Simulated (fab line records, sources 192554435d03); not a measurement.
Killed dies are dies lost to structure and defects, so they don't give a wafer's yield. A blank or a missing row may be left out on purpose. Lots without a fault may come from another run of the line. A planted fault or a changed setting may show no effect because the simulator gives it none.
fab line records | flow n5_finfet
record lots=10 wafers=30 last_day=18
route steps=1938 shown BEOL_M12@1646 BEOL_M13@1681 PASSIVATION@1936
lots that met no fault: from a run of the same line without faults
start_h: hours from the record's first day to the start of the lot's first wafer shown | wait_h: hours since the lot's step before | " the same as in the row above | L1.1+2: a row that stands for several wafers | - no value, or no start given | * or withheld: withheld | < > ~ a bound
route shown NAME@n: a module of which the file shows steps, and the number in the route of the first | usual: mean/standard deviation of fault-free wafers | same: alike in all rows | chamber/n: place in a boat | sites: the reading at each site | _std_site: their standard deviation | _edge_site: outer sites' mean less inner sites' | radius_mm: how far each site lies from the wafer's centre | mask NAME#n: copy n | behind: the tool/chamber that last shaped the wafer | hold: why the lot was held/for how many hours/how that ended | device: the transistor (n, p or np) that didn't switch | end of line: the same wafers' tests at the end of the route | a step without rows: its recipe alone | killed: dies lost to structure and defects at the first sort, not the wafer's yield | map: a wafer's dies, x killed, . not, _ none there
set.NAME: the setting as run; set.NAME@STEP: as run at that earlier step | model.NAME: the simulator's own value behind a step, which no gauge read
steps of the route over a sample of lots; a table a step, a row a wafer
services: from which hour (start_h, from the record's first day; less than 0 if before it) a tool's chamber was out of use, for how many hours, and why
## steps
# step N5_BEOL_M12_DEGAS_41
# recipe ambient=vacuum temp_c=250 time_s=60
# usual heater_power_w=333/36
# columns lot.wafer tool chamber start_h wait_h heater_power_w
L519.1 pvd_sputter-03 - 234.79 0.3 323
L519.3 " - " " 297
L519.5 " - " " 293
L522.1 pvd_sputter-03 - 254.95 0.4 297
L522.4 " - " " 317
L522.6 " - " " 293
L525.1 pvd_sputter-01 - 292.85 0.2 370
L525.3 " - " " 318
L525.5 " - " " 319
L526.1 pvd_sputter-02 - 301.35 0.0 307
L526.2 " - " " 387
L526.6 " - " " 329
L528.2 pvd_sputter-02 - 302.02 0.0 333
L528.4 " - " " 293
L528.6 " - " " 315
L531.1 pvd_sputter-03 - 334.03 0.1 321
L531.3 " - " " 295
L531.5 " - " " 289
L537.3 pvd_sputter-01 - 358.87 0.5 313
L537.5 " - " " 324
L537.6 " - " " 377
L538.2 pvd_sputter-01 - 371.11 0.3 373
L538.3 " - " " 317
L538.4 " - " " 335
L540.2 pvd_sputter-03 - 386.25 0.1 318
L540.5 " - " " 319
L540.6 " - " " 295
L541.1 pvd_sputter-02 - 392.22 0.0 388
L541.2 " - " " 301
L541.5 " - " " 327
# step N5_BEOL_M12_SPUTTER_44
# recipe material=Ta target_thk_a=100 temp_c=50 bias_v=80 power_w=15000 chamber_pressure_pa=0.07 time_s=16.13
# usual chamber_pressure_pa=0.07/0.00014 throttle_valve_pct=29.6/1.2
# columns lot.wafer tool chamber start_h wait_h chamber_pressure_pa throttle_valve_pct
L519.1 pvd_sputter-03 - 234.95 0.0 0.07001 28.1
L519.3 " - " " 0.0697 30.2
L519.5 " - " " 0.07023 28.7
L522.1 pvd_sputter-03 - 255.11 0.0 0.0699 29.0
L522.4 " - " " 0.07004 31.2
L522.6 " - " " 0.06994 29.1
L525.1 pvd_sputter-01 - 293.01 0.0 0.07015 26.8
L525.3 " - " " 0.07026 29.9
L525.5 " - " " 0.07009 30.1
L526.1 pvd_sputter-02 - 301.51 0.0 0.06986 31.8
L526.2 " - " " 0.07015 29.5
L526.6 " - " " 0.07016 29.6
L528.2 pvd_sputter-02 - 302.18 0.0 0.07001 29.7
L528.4 " - " " 0.0701 29.2
L528.6 " - " " 0.06993 31.4
L531.1 pvd_sputter-03 - 334.19 0.0 0.0701 28.1
L531.3 " - " " 0.0702 30.2
L531.5 " - " " 0.0701 30.3
L537.3 pvd_sputter-01 - 359.03 0.0 0.06994 29.7
L537.5 " - " " 0.06996 29.9
L537.6 " - " " 0.06995 26.9
L538.2 pvd_sputter-01 - 371.27 0.0 0.06997 30.1
L538.3 " - " " 0.07006 30.0
L538.4 " - " " 0.07 30.3
L540.2 pvd_sputter-03 - 386.41 0.0 0.07006 31.1
L540.5 " - " " 0.06991 28.5
L540.6 " - " " 0.07015 29.1
L541.1 pvd_sputter-02 - 392.38 0.0 0.07014 29.4
L541.2 " - " " 0.06976 31.6
L541.5 " - " " 0.06997 29.4
# step N5_BEOL_M12_ANNEAL_48
# recipe temp_c=225 time_s=90 ambient=N2
# usual wafer_temp_C_max=226.0/0.33
# columns lot.wafer tool chamber start_h wait_h wafer_temp_C_max
L519.1 rtp_anneal-02 0 235.29 0.1 225.9
L519.3 " 0 " " 225.7
L519.5 " 0 " " 226.0
L522.1 rtp_anneal-02 0 255.45 0.1 226.0
L522.4 " 0 " " 226.1
L522.6 " 0 " " 225.8
L525.1 rtp_anneal-02 0 293.35 0.1 225.7
L525.3 " 0 " " 225.5
L525.5 " 0 " " 225.5
L526.1 rtp_anneal-01 0 301.85 0.1 226.0
L526.2 " 0 " " 226.2
L526.6 " 0 " " 226.1
L528.2 rtp_anneal-01 0 302.56 0.1 225.7
L528.4 " 0 " " 226.0
L528.6 " 0 " " 226.0
L531.1 rtp_anneal-01 0 334.53 0.1 226.4
L531.3 " 0 " " 226.5
L531.5 " 0 " " 226.6
L537.3 rtp_anneal-01 0 359.50 0.2 226.5
L537.5 " 0 " " 226.2
L537.6 " 0 " " 226.4
L538.2 rtp_anneal-01 0 371.66 0.2 226.1
L538.3 " 0 " " 226.2
L538.4 " 0 " " 226.0
L540.2 rtp_anneal-01 0 386.79 0.1 225.5
L540.5 " 0 " " 225.8
L540.6 " 0 " " 225.7
L541.1 rtp_anneal-01 0 392.72 0.1 226.4
L541.2 " 0 " " 226.1
L541.5 " 0 " " 225.8
# step N5_BEOL_M13_COAT_66
# recipe resist=SiARC temp_c=220 time_s=60 spin_rpm=1500 resist_thk_nm=110
# usual dispense_pressure_kPa=52/6.9 spin_speed_rpm=1499.9/1.1
# columns lot.wafer tool chamber start_h wait_h dispense_pressure_kPa spin_speed_rpm
L519.1 litho_track-02 0 237.30 - 42 1499.6
L519.3 " 0 " " 42 1499.9
L519.5 " 0 " " 42 1499.8
L522.1 litho_track-05 0 257.53 - 56 1499.4
L522.4 " 0 " " 56 1499.8
L522.6 " 0 " " 56 1500.6
L525.1 litho_track-05 0 295.58 - 56 1500.6
L525.3 " 0 " " 56 1501.3
L525.5 " 0 " " 56 1500.2
L526.1 litho_track-05 0 303.87 - 56 1500.0
L526.2 " 0 " " 56 1498.6
L526.6 " 0 " " 56 1499.0
L528.2 litho_track-05 0 304.53 - 56 1500.7
L528.4 " 0 " " 56 1499.8
L528.6 " 0 " " 56 1498.3
L531.1 litho_track-05 0 336.70 - 56 1673.5
L531.3 " 0 " " 56 1672.3
L531.5 " 0 " " 56 1673.5
L537.3 litho_track-05 0 361.49 - 56 1671.9
L537.5 " 0 " " 56 1673.3
L537.6 " 0 " " 56 1673.7
L538.2 litho_track-02 0 373.78 - 42 1500.0
L538.3 " 0 " " 42 1500.6
L538.4 " 0 " " 42 1499.8
L540.2 litho_track-04 0 388.90 - 59 1500.8
L540.5 " 0 " " 59 1497.6
L540.6 " 0 " " 59 1498.9
L541.1 litho_track-04 0 394.96 - 59 1501.4
L541.2 " 0 " " 59 1498.6
L541.5 " 0 " " 59 1500.3
# step N5_BEOL_M13_ETCH_67
# recipe chemistry=CF4 target=SiARC target_depth_a=1430 time_s=238.3 ion_energy_ev=80 pressure_mtorr=40 source_w=545 bias_w=36 Ar_flow_sccm=100 cf4_flow_sccm=100 ends=cleared
# usual drypump_motor_current_A=5.5/0.52 etch_rf_on_time_s=239/5.4 oes_product_au=0.65/0.067 rf_fwd_power_W=543.1/1.7 rf_vpp_V=184.1/1.1 showerhead_plenum_p_Torr=2.15/0.077 throttle_valve_pct=15.75/0.23
# columns lot.wafer tool chamber start_h wait_h drypump_motor_current_A etch_rf_on_time_s oes_product_au rf_fwd_power_W rf_hours_counter_h rf_vpp_V showerhead_plenum_p_Torr throttle_valve_pct
L519.1 rie_diel-03 2 237.92 0.0 6.2 223 0.86 542.9 1 185.3 2.20 15.27
L519.3 " 3 " " 6.3 237 0.78 541.7 22 182.1 2.11 15.71
L519.5 " 0 " " 4.9 236 0.64 540.7 - 182.8 2.04 15.87
L522.1 rie_diel-05 3 258.23 0.0 6.2 238 0.73 546.7 54 183.0 2.09 15.31
L522.4 " 2 " " 5.0 233 0.77 543.0 36 185.6 2.27 15.67
L522.6 " 1 " " 5.6 232 0.70 544.7 - 184.9 2.27 15.85
L525.1 rie_diel-05 2 295.99 0.0 5.0 238 0.74 544.8 46 186.7 2.26 15.68
L525.3 " 1 " " 5.6 239 0.68 541.8 88 185.1 2.26 15.85
L525.5 " 1 " " 5.6 238 0.69 543.6 - 184.6 2.26 15.85
L526.1 rie_diel-04 3 304.41 0.0 4.9 247 0.62 545.4 200 184.6 2.20 15.81
L526.2 " 0 " " 5.3 237 0.61 541.8 189 183.3 2.13 15.49
L526.6 " 2 " " 5.1 237 0.60 543.3 - 182.5 2.04 15.79
L528.2 rie_diel-04 3 305.13 0.0 4.9 243 0.61 544.7 200 184.4 2.20 15.81
L528.4 " 2 " " 5.1 236 0.60 542.1 226 182.2 2.04 15.81
L528.6 " 1 " " 4.9 244 0.61 540.1 - 184.0 2.22 16.07
L531.1 rie_diel-03 2 337.24 0.0 6.1 214 0.77 544.8 31 184.3 2.19 15.33
L531.3 " 1 " " 6.0 228 0.58 543.1 211 183.1 2.13 15.94
L531.5 " 2 " " 6.1 214 0.77 542.0 - 184.2 2.19 15.32
L537.3 rie_diel-04 1 362.22 0.0 4.9 232 0.59 542.6 209 184.7 2.21 16.12
L537.5 " 1 " " 4.9 230 0.60 540.2 - 184.5 2.21 16.10
L537.6 " 2 " " 5.1 223 0.59 542.7 - 183.6 2.03 15.83
L538.2 rie_diel-03 0 374.19 0.0 4.9 244 0.61 544.1 219 182.3 2.03 15.97
L538.3 " 3 " " 6.3 240 0.72 540.7 65 183.6 2.09 15.81
L538.4 " 1 " " 6.0 243 0.57 543.5 224 184.5 2.12 15.98
L540.2 rie_diel-03 0 389.43 0.0 4.9 243 0.60 541.1 224 183.4 2.02 15.97
L540.5 " 2 " " 6.1 227 0.74 544.4 - 184.7 2.18 15.35
L540.6 " 1 " " 6.0 243 0.57 547.8 - 184.3 2.12 15.97
L541.1 rie_diel-05 3 395.55 0.0 6.1 240 0.69 543.8 91 182.2 2.08 15.39
L541.2 " 1 " " 5.6 233 0.67 545.2 116 186.2 2.25 15.91
L541.5 " 1 " " 5.6 233 0.66 543.6 - 186.7 2.25 15.90
# step N5_PASSIVATION_PROBE_49
# usual defect_limited_yield=91.4/1.5 killed_at_M0_to_M3=35/12 killed_at_M4_up=13/5.8 killed_at_contacts=12/5.5 killed_at_front_end=36/9.9 killed_at_other=4/3.7 killed_dies=101/18 killed_open=66/13 killed_short=33/8 sort_bin_4_leakage=0.00/0.016 sort_bin_5_function=5.0/1 sort_bin_6_memory=3.2/0.67 sort_n_pass=1079/18 sort_yield_pct=91.4/1.5
# same gross_dies=1180 killed_at_back_side=0 sort_bin_8_speed[%]=0
# columns lot.wafer tool chamber start_h wait_h defect_limited_yield[%] killed_at_M0_to_M3 killed_at_M4_up killed_at_contacts killed_at_front_end killed_at_other killed_dies killed_open killed_short sort_bin_4_leakage[%] sort_bin_5_function[%] sort_bin_6_memory[%] sort_n_pass sort_yield_pct[%]
L537.3 prober-02 - 393.72 0.1 93.7 22 11 7 25 9 74 52 20 0 4.2 2.0 1106 93.7
L537.5 prober-02 - 393.82 0.2 93.1 31 12 8 27 4 82 57 23 0 4.8 1.9 1098 93.1
L537.6 prober-02 - 393.87 0.3 92.6 24 18 8 36 1 87 50 33 0 3.9 3.0 1093 92.6
# killed by level:class
L537.3 BEOL_M0_SAQP:geometric_particle:open=9 MOL_CONTACT_COAG:geometric_particle:open=7 MIM_TOP:geometric_particle:open=6 STI_FIN_REVEAL:geometric_particle:open=4 GATE_CUT:geometric_particle:open=4 BEOL_M0_SAQP:geometric_particle:short=4 FIN_SAQP:geometric_particle:open=3 GATE_CUT:geometric_particle:short=3
L537.5 STI_FIN_REVEAL:geometric_particle:open=10 BEOL_M4:geometric_particle:open=8 BEOL_M1:geometric_particle:open=7 BEOL_M2:geometric_particle:open=7 MOL_CONTACT_COAG:geometric_particle:open=6 BEOL_M0_SAQP:geometric_particle:open=6 BEOL_M0_SAQP:geometric_particle:short=3 BEOL_M3:geometric_particle:open=3
L537.6 BEOL_M4:geometric_particle:open=10 BEOL_M0_SAQP:geometric_particle:short=8 BEOL_M3:geometric_particle:open=8 MOL_CONTACT_COAG:geometric_particle:open=7 FIN_SAQP:geometric_particle:short=6 FIN_SAQP:geometric_particle:open=6 BEOL_M0_SAQP:geometric_particle:open=5 STI_FIN_REVEAL:geometric_particle:open=4
## services
# columns tool chamber start_h hours kind
rie_diel-04 2 216.19 9.9 repair
rie_diel-03 2 216.52 - clean
rie_diel-03 2 216.52 - consumable_replace:focus_ring
rie_diel-03 2 216.52 17.4 scheduled_down
rie_diel-03 2 216.52 17.4 vent_cycle
rie_diel-05 3 251.62 3.5 repair
rie_diel-03 - 253.91 0.7 repair
litho_track-05 - 278.96 - consumable_replace:filter
rie_diel-04 3 309.13 11.7 repair
rie_diel-04 1 326.22 4.5 repair
rie_diel-04 3 358.52 5.5 repair
rie_diel-04 2 371.62 - clean
rie_diel-04 2 371.62 - consumable_replace:focus_ring
rie_diel-04 2 371.62 - consumable_replace:showerhead
rie_diel-04 2 371.62 24.5 scheduled_down
rie_diel-04 2 371.62 24.5 vent_cycle
## key
first_sign step=N5_BEOL_M13_COAT_66 reading=spin_speed_rpm direction=up sigmas=99+ usual=* struck=*
effect step=N5_BEOL_M13_ETCH_67 reading=etch_rf_on_time_s direction=down sigmas=2.8 usual=* struck=*
met_at N5_BEOL_M13_COAT_66
struck_lots L531,L537
not_acting_at N5_BEOL_M12_DEGAS_41,N5_BEOL_M12_SPUTTER_44,N5_BEOL_M12_ANNEAL_48
onset_between 304.53 336.70
fault kind=process_parameter_drift tool=litho_track-05 chamber=- onset_h=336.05 steps=N5_BEOL_M13_COAT_66 channel=spin_rpm offset=* shape=step end_h=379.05 acts_in=* stated=*
